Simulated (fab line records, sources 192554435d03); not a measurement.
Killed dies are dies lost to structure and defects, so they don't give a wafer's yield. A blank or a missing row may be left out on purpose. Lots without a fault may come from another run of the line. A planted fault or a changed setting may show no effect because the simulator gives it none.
Problem report in the 8D (eight disciplines) form, filled by code | flow n5_finfet | the parts of the form that need people (team, actions taken, sign-off) are left out

1. THE PROBLEM
run_length_s at N5_BEOL_M0_CVD_115 reads a mean of 109.3 s on 2 wafers of 2 lots; wafers without a fault read 142.7 s with a standard deviation of 0.64. That is -52 standard deviations from the usual mean.
The step: deposits Co from CCTBA/H2, time 120 s.
First seen on wafer L960.4, day 8 08:07, on cvd_co-01. The record holds 37 wafers of 14 lots with a number at this step. Rule for "out", or "out of limits": more than 4 standard deviations from the usual mean. The other wafers with a number count as sound.

2. WHAT IT IS AND WHAT IT IS NOT
question                    | is               | is not
which readings at this step | run_length_s     | -
which lots                  | L960, L961       | L950, L951, L952, L953, L954, L955, L956, L957, L962, L970, L971, L973
which wafers of those lots  | L960.4, L961.1   | L960.2, L960.5, L961.3, L961.6
read on which tools         | cvd_co-01        | cvd_co-02
when                        | from day 8 08:07 | up to then (23 sound wafers); but 12 sound wafers of L961, L962, L970, L971, L973 came after

3. SUSPECTS, AND WHAT RULES EACH OUT
Counting: a tool at a process step up to the reading stays a suspect if it ran every lot that is out. Sound lots after the first of them don't rule it out here, since some wafers of a struck lot are sound.
- rie_metal-02 at N5_BEOL_M0_HM_OPEN_105 (chemistry Cl2/BCl3, target TiN, target depth 12 nm): kept. It ran every lot that is out, first L960 (day 8 06:35); its last sound lot up to then is L952 (day 6 10:39).
- pvd_sputter-02 at N5_BEOL_M0_PRE_CLEAN_113 (time 30 s): kept. It ran every lot that is out, first L960 (day 8 07:46); its last sound lot up to then is L954 (day 6 23:49).
- cvd_co-01 at N5_BEOL_M0_CVD_115 (deposits Co from CCTBA/H2, time 120 s): kept. It ran every lot that is out, first L960 (day 8 08:07); its last sound lot up to then is L957 (day 7 13:22). Its own readings are out on those wafers: run_length_s.
- Within cvd_co-01 at N5_BEOL_M0_CVD_115: the wafers that are out ran in chamber 0; their sound lot-mates ran in chambers 1, 2.
Left after counting: rie_metal-02 at N5_BEOL_M0_HM_OPEN_105, pvd_sputter-02 at N5_BEOL_M0_PRE_CLEAN_113, cvd_co-01 at N5_BEOL_M0_CVD_115.

4. THE CAUSE (what the simulator had put in)
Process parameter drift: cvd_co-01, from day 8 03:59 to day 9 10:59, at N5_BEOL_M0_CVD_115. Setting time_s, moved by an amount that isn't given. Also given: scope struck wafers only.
Counting left 3 suspects, and this tool is among them.

5. THE CHAIN OF EFFECTS, in route order
Each row: a reading whose mean over the struck wafers that have a number lies more than 3 standard deviations from the usual. Only readings for which the record gives a usual standard deviation are gone through. hours: the time from each lot's start at the first step in this table that gives one to its start at this step, as a median over the lots. sigmas: the change in usual standard deviations.
hours | step               | reading      | usual   | on struck wafers | change | sigmas
0     | N5_BEOL_M0_CVD_115 | run_length_s | 142.7 s | 109.3            | -33.4  | -52
The process steps in it:
- N5_BEOL_M0_CVD_115: deposits Co from CCTBA/H2, time 120 s.
Later measuring or inspecting steps at which every struck wafer that the step has a row for has a number for every such reading, and none has moved that far: N5_BEOL_M4_RC_MEAS_101.

6. WHAT WOULD HAVE CAUGHT IT SOONER
In this record the first reading out of limits was taken at day 8 08:07, 4 hours after the fault began at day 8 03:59.
